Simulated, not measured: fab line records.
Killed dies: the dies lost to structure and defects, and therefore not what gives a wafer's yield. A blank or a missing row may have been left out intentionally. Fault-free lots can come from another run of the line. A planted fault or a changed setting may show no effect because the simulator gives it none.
Split-lot experiment -- flow n5 finfet -- route with 1938 steps; 7 lots, 21 wafers read

ABOUT THE SPLIT
At N5_BEOL_M13_DEP_53 (deposits SiCN from 3MS/NH3, target thk 50 nm, time 17.8 s), the setting time s was moved away from the recipe's 17.8 s on 6 of the 21 wafers read, by -12.1% to +14.6%. This setting was run at the recipe's value on the other wafers.

Reading taken at the split's own step.

THE READING
SiCN_of_BEOL_M13_DEP_53.thk nm (the simulator's own value, which no gauge read), in nm, at N5_BEOL_M13_DEP_53 (deposits SiCN from 3MS/NH3, target thk 50 nm, time 17.8 s). No usual value for it is given in the file. The 15 wafers here that ran the recipe average 50.0 nm, standard deviation 0.68 nm.

wafer,"tool, chamber at the split","time s as run, s",against the recipe,"SiCN_of_BEOL_M13_DEP_53.thk nm, nm",against lot-mates on the recipe
L080.1,"pecvd-03, 1",20.4,+14.6%,55.8,+6.2
L080.4,"pecvd-03, 2",17.8,recipe,49.6,-
L080.5,"pecvd-03, 0",20.4,+14.6%,58.6,+9.0
L083.2,"pecvd-01, 1,2",17.8,recipe,50.2,-
L083.3,"pecvd-01, 1,2",17.8,recipe,50.2,-
L083.4,"pecvd-01, 2",17.8,recipe,51.2,-
L085.3,"pecvd-04, 1,2",17.8,recipe,50.2,-
L085.4,"pecvd-04, 1,2",17.8,recipe,50.2,-
L085.6,"pecvd-04, 0",18.64,+4.7%,53.2,+3.0
L084.3,"pecvd-03, 2",20.39,+14.6%,56,+6.2
L084.4,"pecvd-03, 0",20.39,+14.6%,57.4,+7.6
L084.6,"pecvd-03, 2",17.8,recipe,49.8,-
L076.1,"pecvd-03, 0",17.8,recipe,49.6,-
L076.2,"pecvd-03, 2",17.8,recipe,49.2,-
L076.3,"pecvd-03, 1",15.65,-12.1%,43.4,-6.0
L090.1,"pecvd-04, 2",17.8,recipe,49.8,-
L090.3,"pecvd-04, 0",17.8,recipe,51.4,-
L090.4,"pecvd-04, 2",17.8,recipe,50.8,-
L093.1,"pecvd-03, 2",17.8,recipe,49.2,-
L093.3,"pecvd-03, 1",17.8,recipe,49,-
L093.5,"pecvd-03, 0",17.8,recipe,50,-
Rows listing several chambers each stand for several wafers; the file does not say which wafer went through which chamber.

FIT RESULTS
A straight line over all 21 wafers: SiCN_of_BEOL_M13_DEP_53.thk nm changes by +0.492 nm for each +1% of time s; r = +0.97; the points scatter about the line by 0.84 nm.
The same after taking each lot's own level away (the mean of its wafers on the recipe; 21 wafers): +0.499 nm for each +1%; r = +0.98; scatter 0.66 nm.
On that fit, the largest move of time s shifts the reading by 7.3 nm.
Measured against the standard deviation above, the lots' own levels, which go from 49.40 to 50.67 nm, span 1.9 times it.
Consequently the slope shifts little with the lot-to-lot level, the two slopes agreeing.
Check: +7.62 nm against its lot-mates is what the line predicts for one of the wafers moved furthest among these (+14.6%) when that wafer is left out of the fit. Against them it came out at +6.2 nm.

THESE WAFERS: OTHER SPLITS
These wafers also went through other splits before the reading. Each is held against what the fit with the lots' levels taken away leaves over:
other split on the same wafers,wafers away from the commonest value,r with SiCN_of_BEOL_M13_DEP_53.thk nm (lot level and that fit taken away)
N5_BEOL_M8_COAT_22 spin rpm,4,+0.33
N5_BEOL_M8_ETCH_72 h2 flow sccm,7,-0.01
N5_BEOL_M9_ETCH_62 source w,5,+0.30
N5_BEOL_M10_COAT_05 spin rpm,3,+0.10
N5_BEOL_M11_EXPOSE_25 dose mj,10,+0.01
N5_BEOL_M12_CMP_49 down force psi,8,+0.19

FILE'S OWN FIT
SiCN_of_BEOL_M13_DEP_53.thk nm changes by +0.502 nm for each +1% of time s, r = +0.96.
